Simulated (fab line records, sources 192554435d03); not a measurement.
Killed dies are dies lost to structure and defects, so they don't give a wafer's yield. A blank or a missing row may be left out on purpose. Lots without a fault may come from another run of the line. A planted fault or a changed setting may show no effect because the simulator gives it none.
Chamber matching | flow n5_finfet | N5_BEOL_M6_ETCH_65 on rie_diel-03: 4 sister chambers
The step etches SiARC in CF4, target depth 15.6 nm, time 26 s. 4 wafers are shown with their chamber, then 7 later ones without.

WAFERS WITH THEIR CHAMBER
wafer  | chamber | showerhead_plenum_p_Torr (Torr)
L085.3 | 0       | 2.16
L085.6 | 1       | 2.10
L087.4 | 2       | 2.04
L087.5 | 3       | 2.26

WAFERS WITHOUT THEIR CHAMBER
wafer  | showerhead_plenum_p_Torr (Torr)
L087.6 | 2.16
L088.1 | 2.16
L088.2 | 2.04
L088.4 | 2.26
L094.1 | 2.15
L094.2 | 2.26
L094.5 | 2.15

WHICH CHAMBER EACH WENT THROUGH
wafer  | from the rows above | in truth
L087.6 | 0                   | 0
L088.1 | 0                   | 0
L088.2 | 2                   | 2
L088.4 | 3                   | 3
L094.1 | 0                   | 0
L094.2 | 3                   | 3
L094.5 | 0                   | 0
Placed correctly: 7 of 7. Can't be placed from these rows: 0. Placed wrongly: 0.
How it was worked out, from the rows above alone: a wafer's distance from a chamber is the root of the sum, over the readings, of the square of ((its reading less the chamber's mean) divided by the reading's scatter). The wafer belongs to the nearest chamber; if the next one is less than 2 further off, it can't be placed. A chamber's mean is the mean of its shown wafers. The scatter: with one shown wafer a chamber, the root of the mean of the squares of how far each hidden wafer lies from its nearest shown one.
